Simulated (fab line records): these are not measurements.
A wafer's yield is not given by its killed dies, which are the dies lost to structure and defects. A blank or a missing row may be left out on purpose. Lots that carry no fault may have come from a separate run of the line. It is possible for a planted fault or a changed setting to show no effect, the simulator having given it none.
Chamber matching + flow n5 finfet + N5_MIM_TOP_ETCH_PECVD_03 on pecvd-02 has 3 sister chambers
The step deposits SiNx from SiH4/NH3/N2, target thk 20 nm, time 17.6 s. 22 wafers are shown with their chamber, then 11 later ones without.

== WAFERS, EACH WITH ITS CHAMBER ==
| wafer  | chamber | throttle valve pct (%) | showerhead plenum p Torr (Torr) | heater power w (W) |
|--------|---------|------------------------|---------------------------------|--------------------|
| L074.1 | 0       | 45.4                   | 5.06                            | 668                |
| L074.2 | 2       | 40.1                   | 5.12                            | 664                |
| L074.3 | 1       | 41.5                   | 5.06                            | 735                |
| L075.1 | 1       | 41.5                   | 5.05                            | 762                |
| L075.5 | 1       | 41.7                   | 5.07                            | 750                |
| L075.6 | 0       | 45.4                   | 5.06                            | 749                |
| L078.3 | 2       | 40.3                   | 5.13                            | 616                |
| L078.4 | 0       | 45.9                   | 5.06                            | 712                |
| L078.6 | 1       | 41.6                   | 5.05                            | 691                |
| L081.1 | 2       | 40.4                   | 5.11                            | 684                |
| L081.4 | 0       | 45.5                   | 5.06                            | 753                |
| L081.6 | 2       | 40.5                   | 5.13                            | 671                |
| L082.1 | 0       | 45.7                   | 5.06                            | 710                |
| L082.4 | 2       | 40.6                   | 5.12                            | 653                |
| L082.5 | 0       | 45.8                   | 5.07                            | 704                |
| L084.1 | 1       | 41.8                   | 5.06                            | 788                |
| L084.4 | 2       | 40.5                   | 5.13                            | 746                |
| L084.5 | 0       | 45.5                   | 5.06                            | 752                |
| L085.1 | 0       | 45.7                   | 5.05                            | 656                |
| L085.4 | 2       | 40.4                   | 5.12                            | 684                |
| L085.6 | 1       | 41.8                   | 5.06                            | 789                |
| L087.3 | 2       | 40.8                   | 5.13                            | 703                |

SIGNATURES (means of the wafers above)
| reading                  | chamber 0 | chamber 1 | chamber 2 | scatter within a chamber |
|--------------------------|-----------|-----------|-----------|--------------------------|
| throttle valve pct       | 45.612    | 41.650    | 40.450    | 0.184                    |
| showerhead plenum p Torr | 5.0600    | 5.0583    | 5.1238    | 0.00677                  |
| heater power w           | 713.00    | 752.50    | 677.62    | 37.4                     |
Rule: for each reading, subtract the chamber's mean from the wafer's reading, divide by that reading's scatter and square the result; add these up over the readings and take the root, which gives the wafer's distance from the chamber. The wafer belongs to the nearest chamber; if the next one is less than 2 further off, it can't be placed. The scatter: the root of (the sum of the squares of (reading less its chamber's mean) over the shown wafers, divided by (wafers less chambers)).

== WAFERS WITHOUT THEIR CHAMBER ==
| wafer  | throttle valve pct (%) | showerhead plenum p Torr (Torr) | heater power w (W) |
|--------|------------------------|---------------------------------|--------------------|
| L087.4 | 41.7                   | 5.06                            | 788                |
| L087.6 | 40.7                   | 5.12                            | 702                |
| L090.1 | 41.6                   | 5.07                            | 657                |
| L090.2 | 45.7                   | 5.06                            | 735                |
| L090.3 | 40.8                   | 5.13                            | 648                |
| L092.1 | 45.7                   | 5.06                            | 775                |
| L092.2 | 40.8                   | 5.13                            | 736                |
| L092.3 | 41.8                   | 5.05                            | 735                |
| L097.1 | 45.5                   | 5.05                            | 762                |
| L097.4 | 45.8                   | 5.06                            | 797                |
| L097.6 | 41.4                   | 5.08                            | 763                |

== EACH ONE'S CHAMBER ==
| wafer  | from the rows above | in truth |
|--------|---------------------|----------|
| L087.4 | 1                   | 1        |
| L087.6 | 2                   | 2        |
| L090.1 | 1                   | 1        |
| L090.2 | 0                   | 0        |
| L090.3 | 2                   | 2        |
| L092.1 | 0                   | 0        |
| L092.2 | 2                   | 2        |
| L092.3 | 1                   | 1        |
| L097.1 | 0                   | 0        |
| L097.4 | 0                   | 0        |
| L097.6 | 1                   | 1        |
11 of 11 placed correctly. Not placeable from these rows: 0. 0 placed wrongly.
